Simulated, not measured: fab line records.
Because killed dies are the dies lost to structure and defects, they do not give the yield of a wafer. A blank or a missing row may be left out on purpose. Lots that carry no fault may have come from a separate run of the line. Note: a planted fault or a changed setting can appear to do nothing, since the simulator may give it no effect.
Which of the tools did it?	flow n5 finfet	10 lots with 29 wafers sampled at 6 steps, on a route of 1938 steps

WHAT THE GAUGES READ, wafer by wafer
N5_ZERO_LAYER_CD_MEAS_11: the cd target is 2000 nm.
lot	measured	on	cd nm (nm)
L743	day 2 00:40	cd sem-01	1999.9 2000.9 2000.5
L745	day 2 12:46	cd sem-01	1997.8 2001.9 1998.2
L746	day 2 18:39	cd sem-02	2001.6 2000.0 2001.8
L747	day 3 00:38	cd sem-01	1998.2 2000.2 1999.4
L749	day 3 12:40	cd sem-02	1992.5 1993.3 1999.4
L750	day 3 18:46	cd sem-03	1998.6 1990.7
L756	day 5 06:46	cd sem-01	1991.8 1997.1 1999.5
L760	day 6 06:38	cd sem-01	2000.7 2000.5 2001.5
L762	day 6 18:40	cd sem-03	1999.7 1999.2 1999.7
L764	day 7 06:39	cd sem-02	1996.8 1998.1 1996.8

N5_ZERO_LAYER_INSPECT_20: inspects for defects (darkfield).
lot	measured	on	raw defect count
L743	day 2 01:38	defect inspect-02	18 38 29
L745	day 2 13:23	defect inspect-02	22 30 24
L746	day 2 19:16	defect inspect-02	52 98 71
L747	day 3 01:39	defect inspect-01	27 26 34
L749	day 3 13:34	defect inspect-01	35 22 24
L750	day 3 19:23	defect inspect-02	67 56
L756	day 5 07:23	defect inspect-01	32 34 27
L760	day 6 07:15	defect inspect-01	24 35 42
L762	day 6 19:17	defect inspect-02	43 40 59
L764	day 7 07:16	defect inspect-02	43 50 36

N5_WELL_APT_CD_MEAS_08: the cd target is 200 nm.
lot	measured	on	cd nm (nm)
L743	day 2 02:04	cd sem-01	202.4 200.4 199.9
L745	day 2 13:41	cd sem-03	202.2 199.4 201.3
L746	day 2 19:41	cd sem-03	200.2 200.5 201.2
L747	day 3 02:05	cd sem-01	198.5 198.3 199.3
L749	day 3 13:52	cd sem-02	199.5 200.1 200.1
L750	day 3 19:41	cd sem-03	202.6 201.6
L756	day 5 07:41	cd sem-03	201.3 201.4 200.3
L760	day 6 07:34	cd sem-02	199.9 199.8 199.0
L762	day 6 19:36	cd sem-02	198.6 201.1 201.1
L764	day 7 07:34	cd sem-01	201.3 200.8 199.6

N5_BEOL_M4_RC_MEAS_101.
lot	measured	on	DIBL_N (mV/V)	DIBL_P (mV/V)	IOFF_N (nA/um)	IOFF_P (nA/um)	ION_N (uA/um)	ION_P (uA/um)	SS_N (mV/dec)	SS_P (mV/dec)	VT_N (mV)	VT_P (mV)
L743	day 8 07:10	prober-01	37.2 37.2 37.5	38.0 37.4 38.2	0.170 0.169 0.181	0.25 0.24 0.24	663 668 666	456 462 459	71.9 71.2 71.9	73.8 73.4 73.8	245.9 249.0 246.9	-246 -248 -248
L745	day 9 00:22	prober-02	34.6 36.9 37.7	33.8 36.4 38.1	0.118 0.154 0.176	0.20 0.25 0.27	651 661 682	458 462 477	70.6 72.2 72.1	72.5 72.9 74.1	254.1 247.8 249.6	-248 -247 -243
L746	day 9 09:47	prober-01	37.5 39.0 37.6	38.4 39.6 38.6	0.198 0.209 0.190	0.24 0.26 0.24	678 679 682	458 460 469	72.5 72.6 71.7	74.3 74.2 73.8	247.3 246.0 248.4	-249 -252 -249
L747	day 9 07:05	prober-01	37.5 35.5 38.3	36.9 34.4 37.3	0.177 0.136 0.186	0.25 0.20 0.27	684 668 677	470 464 467	72.3 71.2 71.6	73.5 72.7 73.2	250.3 249.4 249.5	-245 -249 -244
L749	day 9 20:26	prober-02	36.0 35.0 36.5	36.8 35.7 37.7	0.169 0.145 0.174	0.23 0.21 0.26	665 666 680	461 457 475	72.1 71.0 71.9	73.5 73.2 73.9	248.2 248.0 247.9	-247 -249 -244
L750	day 10 09:15	prober-01	36.0 34.4	35.9 34.8	0.159 0.137	0.20 0.18	652 651	450 451	72.2 70.9	73.1 72.5	250.4 252.9	-250 -254
L756	day 11 20:21	prober-01	35.4 34.9 36.1	36.8 35.6 36.5	0.153 0.145 0.154	0.22 0.20 0.21	674 648 666	461 450 458	71.8 71.6 71.9	72.6 73.0 73.0	250.4 251.5 252.0	-249 -251 -251
L760	day 12 19:30	prober-02	37.2 36.8 36.7	37.3 36.7 37.1	0.153 0.150 0.156	0.21 0.20 0.21	674 665 679	457 459 463	72.6 71.8 71.8	73.9 73.5 73.9	250.4 252.3 251.0	-250 -251 -253
L762	day 13 15:14	prober-02	35.1 36.0 35.1	34.8 35.2 35.0	0.137 0.146 0.142	0.19 0.20 0.20	665 666 662	460 455 456	70.9 71.1 70.9	73.0 72.9 72.6	250.8 251.1 248.0	-250 -250 -248
L764	day 13 18:05	prober-01	37.4 40.3 36.6	35.5 38.7 33.9	0.158 0.217 0.146	0.23 0.30 0.22	674 691 656	466 465 458	71.0 72.4 71.6	73.2 73.9 72.1	249.3 245.3 254.2	-247 -242 -247

WHICH TOOL RAN EACH LOT (tool, then ch and the chambers of the sampled wafers, then the start)
lot	N5_ZERO_LAYER_DEVELOP_10	N5_PMOS_HMC_CHANNEL_EPI_STRIP_33
L743	litho track-02 ch 0, day 2 00:33	rie diel-02 ch 2,3, day 2 06:05
L745	litho track-05 ch 0, day 2 12:39	rie diel-05 ch 0,2,3, day 2 17:17
L746	litho track-02 ch 0, day 2 18:32	rie diel-02 ch 0,1, day 2 23:27
L747	litho track-01 ch 0, day 3 00:32	rie diel-02 ch 1,2, day 3 05:38
L749	litho track-02 ch 0, day 3 12:33	rie diel-01 ch 0,1,2, day 3 17:44
L750	litho track-02 ch 0, day 3 18:40	rie diel-05 ch 0, day 3 23:54
L756	litho track-02 ch 0, day 5 06:40	rie diel-02 ch 1,2, day 5 11:27
L760	litho track-01 ch 0, day 6 06:32	rie diel-05 ch 1,2, day 6 12:22
L762	litho track-01 ch 0, day 6 18:33	rie diel-01 ch 1,2, day 6 23:26
L764	litho track-01 ch 0, day 7 06:32	rie diel-05 ch 1,2, day 7 11:20
- N5_ZERO_LAYER_DEVELOP_10: develop time 60 s.
- N5_PMOS_HMC_CHANNEL_EPI_STRIP_33: strips in N2/H2.

AS READ BY THE TOOLS THEMSELVES (means over the sampled wafers that have a number; for cases with no such wafer, the mark the record gives instead)
N5_PMOS_HMC_CHANNEL_EPI_STRIP_33.
lot	tool	drypump motor current A (A)	oes product au (a.u.)	rf vpp V (V)	showerhead plenum p Torr (Torr)	throttle valve pct (%)
L743	rie diel-02	6.1	0.74	56.0	3.43	18.8
L745	rie diel-05	5.9	0.86	55.2	3.45	18.8
L746	rie diel-02	5.7	0.84	54.7	3.41	19.0
L747	rie diel-02	6.3	0.74	53.1	3.40	19.3
L749	rie diel-01	5.9	0.70	54.3	3.42	18.9
L750	rie diel-05	6.1	0.94	54.5	3.43	19.0
L756	rie diel-02	6.3	0.71	54.2	3.41	19.1
L760	rie diel-05	5.8	0.89	55.2	3.42	18.4
L762	rie diel-01	5.7	0.69	54.6	3.42	19.1
L764	rie diel-05	5.6	0.86	53.7	3.42	18.6

THE ANSWER, worked out from the rows above alone
Rule: usual is defined by the lots themselves. The widest of any qualifying gaps counts: lots, ordered by their means at a reading, are off when they make up no more than a third of the lots, leave a main group of 4 or more, and stand apart from it by 3 or more times the standard deviation of that group's means. A main group whose means are all the same, to the digits that the tables above print for the reading, isn't used. A lot without any number at a reading at which 4 lots or more have one is off too. Any other lot the step has rows for is counted as sound. The gauges are gone through in route order, then the tools' own readings, and for those a lot's mean is taken as printed above. The first step at which some lot is off is used, and at that step the reading that is off furthest; a lot without a number counts as furthest.
Across all readings shown, no lot is off: no conclusion can be drawn from this.

WHAT THE SIMULATOR HAD PUT IN
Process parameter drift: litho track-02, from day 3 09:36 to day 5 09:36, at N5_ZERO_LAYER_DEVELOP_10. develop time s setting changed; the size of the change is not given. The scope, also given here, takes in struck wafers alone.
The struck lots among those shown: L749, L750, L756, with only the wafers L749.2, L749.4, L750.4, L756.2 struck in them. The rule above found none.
